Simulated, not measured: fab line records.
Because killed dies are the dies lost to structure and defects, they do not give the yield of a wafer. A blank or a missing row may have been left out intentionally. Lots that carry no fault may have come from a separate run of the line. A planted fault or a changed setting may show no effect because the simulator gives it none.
8D (eight disciplines) problem report, filled in by code / flow n5Finfet / the parts of the form that need people (team, actions taken, sign-off) are left out

## 1. THE ISSUE
Mean of spinSpeedRpm at N5_FIN_SAQP_COAT_10: 1424.1 rpm across 6 wafers in 2 lots; on wafers with no fault it is 1500.1 rpm (standard deviation 0.97). Measured from the usual mean, that is -78 standard deviations.
The step: resist thk 90 nm.
The first sign was on wafer L723.1 at day 3 03:52, on lithoTrack-02. At this step, 27 wafers from 9 lots have a number in the record. By rule, "out" or "out of limits" means more than 4 standard deviations away from the usual mean. The rest of the wafers with a number are treated as sound.

## 2. WHAT IT IS AND WHAT IT IS NOT
question=which readings at this step | is=spinSpeedRpm | is not=exhaustPa
question=which lots | is=L723, L727 | is not=L718, L720, L735, L737, L739, L740, L741
question=which wafers of those lots | is=all that have a number | is not=-
question=read on which tools | is=lithoTrack-02 | is not=lithoTrack-01, lithoTrack-05
question=when | is=from day 3 03:52 | is not=up to then (6 sound wafers); but 15 sound wafers of L735, L737, L739, L740, L741 came after

## 3. SUSPECTS, AND WHAT RULES EACH OUT
Counting: a tool at a process step up to the reading stays a suspect if it ran every lot that is out and no sound lot after the first of them.
- lithoTrack-02 at N5_FIN_SAQP_COAT_10 (resist thk 90 nm): ruled out as a lasting fault. The sound lots L737, L741 went through it after L723, its earliest lot that is out (day 3 03:52).
Left after counting: nothing in the record.

## 4. THE CAUSE (what the simulator had put in)
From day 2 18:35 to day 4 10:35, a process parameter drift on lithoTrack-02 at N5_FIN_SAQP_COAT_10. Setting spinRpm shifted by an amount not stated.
Counting ruled it out, wrongly.

## 5. THE CHAIN OF EFFECTS, in route order
Rows list readings where the struck wafers' mean (over those with a number) sits beyond 3 standard deviations from the usual. Only readings for which the record gives a usual standard deviation are gone through. hours: the time from each lot's start at the first step in this table that gives one to its start at this step, as a median over the lots. sigmas: the change in usual standard deviations.
hours=0; step=N5_FIN_SAQP_COAT_10; reading=spinSpeedRpm; usual=1500.1 rpm; on struck wafers=1424.1; change=-76.0; sigmas=-78
Here are the process steps it includes:
- N5_FIN_SAQP_COAT_10: resist thk 90 nm.
Later steps that measure or inspect, where all struck wafers having a row at the step show a number for every such reading and not one has moved that far: N5_BEOL_M4_RC_MEAS_101.

## 6. WHAT WOULD HAVE CAUGHT IT SOONER
In this record no reading fell out of limits until day 3 03:52, 9 hours after the fault had begun at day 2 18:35.
